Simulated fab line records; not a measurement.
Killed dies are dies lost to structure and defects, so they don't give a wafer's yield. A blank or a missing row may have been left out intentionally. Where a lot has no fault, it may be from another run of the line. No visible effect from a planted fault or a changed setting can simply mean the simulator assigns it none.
The tool behind it: which one? / flow n5-finfet / 36 wafers from 12 lots sampled at 3 of the route's 1938 steps

## WHAT THE GAUGES SHOWED, per wafer
N5_BEOL_M10_CD_MEAS_18: pitch 140 nm, target cd 70 nm.
lot=L075; measured=day 10 00:01; on=cd-sem-01; cd-nm (nm)=70.4 70.3 69.2
lot=L077; measured=day 10 13:14; on=cd-sem-03; cd-nm (nm)=70.8 70.2 70.9
lot=L079; measured=day 10 20:35; on=cd-sem-01; cd-nm (nm)=70.1 68.8 68.8
lot=L081; measured=day 11 22:56; on=cd-sem-02; cd-nm (nm)=70.1 68.9 70.1
lot=L083; measured=day 12 15:58; on=cd-sem-01; cd-nm (nm)=69.8 70.2 71.0
lot=L085; measured=day 13 02:29; on=cd-sem-03; cd-nm (nm)=69.8 69.6 70.6
lot=L088; measured=day 13 05:26; on=cd-sem-02; cd-nm (nm)=70.8 69.6 70.7
lot=L089; measured=day 13 15:21; on=cd-sem-02; cd-nm (nm)=70.5 71.6 71.0
lot=L094; measured=day 14 19:04; on=cd-sem-02; cd-nm (nm)=70.2 69.8 69.5
lot=L092; measured=day 14 23:37; on=cd-sem-03; cd-nm (nm)=70.7 69.3 70.1
lot=L096; measured=day 15 18:31; on=cd-sem-03; cd-nm (nm)=71.1 71.3 70.7
lot=L097; measured=day 15 22:37; on=cd-sem-03; cd-nm (nm)=70.8 69.9 71.8

## WHICH TOOL RAN EACH LOT (tool, then ch and the chambers of the sampled wafers, then the start)
lot=L075; N5_BEOL_M9_TRENCH_ETCH_37=rie-diel-06 ch 1,3, day 9 19:14 or earlier; N5_BEOL_M9_CURE_72=uv-cure-01 ch 0, day 9 19:14
lot=L077; N5_BEOL_M9_TRENCH_ETCH_37=rie-diel-02 ch 1,2,3, day 10 05:35 or earlier; N5_BEOL_M9_CURE_72=uv-cure-01 ch 0, day 10 05:35
lot=L079; N5_BEOL_M9_TRENCH_ETCH_37=rie-diel-05 ch 2,3, day 10 14:11 or earlier; N5_BEOL_M9_CURE_72=uv-cure-01 ch 2, day 10 14:11
lot=L081; N5_BEOL_M9_TRENCH_ETCH_37=rie-diel-06 ch 0,1,3, day 11 17:33 or earlier; N5_BEOL_M9_CURE_72=uv-cure-03 ch 0, day 11 17:33
lot=L083; N5_BEOL_M9_TRENCH_ETCH_37=rie-diel-02 ch 1,2,3, day 12 11:10 or earlier; N5_BEOL_M9_CURE_72=uv-cure-01 ch 0, day 12 11:10
lot=L085; N5_BEOL_M9_TRENCH_ETCH_37=rie-diel-06 ch 0,2,3, day 12 19:32 or earlier; N5_BEOL_M9_CURE_72=uv-cure-02 ch 0, day 12 19:32
lot=L088; N5_BEOL_M9_TRENCH_ETCH_37=rie-diel-02 ch 2,3, day 12 23:58 or earlier; N5_BEOL_M9_CURE_72=uv-cure-03 ch 2, day 12 23:58
lot=L089; N5_BEOL_M9_TRENCH_ETCH_37=rie-diel-06 ch 0,1, day 13 09:35 or earlier; N5_BEOL_M9_CURE_72=uv-cure-02 ch 1, day 13 09:35
lot=L094; N5_BEOL_M9_TRENCH_ETCH_37=rie-diel-02 ch 0,1, day 14 13:58 or earlier; N5_BEOL_M9_CURE_72=uv-cure-02 ch 2, day 14 13:58
lot=L092; N5_BEOL_M9_TRENCH_ETCH_37=rie-diel-02 ch 1,2,3, day 14 17:29 or earlier; N5_BEOL_M9_CURE_72=uv-cure-03 ch 0, day 14 17:29
lot=L096; N5_BEOL_M9_TRENCH_ETCH_37=rie-diel-06 ch 1,2,3, day 15 12:04 or earlier; N5_BEOL_M9_CURE_72=uv-cure-02 ch 1, day 15 12:04
lot=L097; N5_BEOL_M9_TRENCH_ETCH_37=rie-diel-06 ch 1,2, day 15 14:10 or earlier; N5_BEOL_M9_CURE_72=uv-cure-03 ch 2, day 15 14:10
- N5_BEOL_M9_TRENCH_ETCH_37: etches SiCOH lowk in C4F6/O2, target depth 151.43 nm, time 49 s.
- N5_BEOL_M9_CURE_72: cures SiCOH lowk, time 120 s.

## THE ANSWER, worked out from the rows above alone
Rule: the usual values come from the lots themselves. The widest of any qualifying gaps counts: lots, ordered by their means at a reading, are off when they make up no more than a third of the lots, leave a main group of 4 or more, and stand apart from it by 3 or more times the standard deviation of that group's means. A main group whose means are all the same, to the digits that the tables above print for the reading, isn't used. A lot without any number at a reading at which 4 lots or more have one is off too. Any other lot the step has rows for is counted as sound.
No lot is off at any reading shown: from this, nothing can be told.

## WHAT THE SIMULATOR PUT IN
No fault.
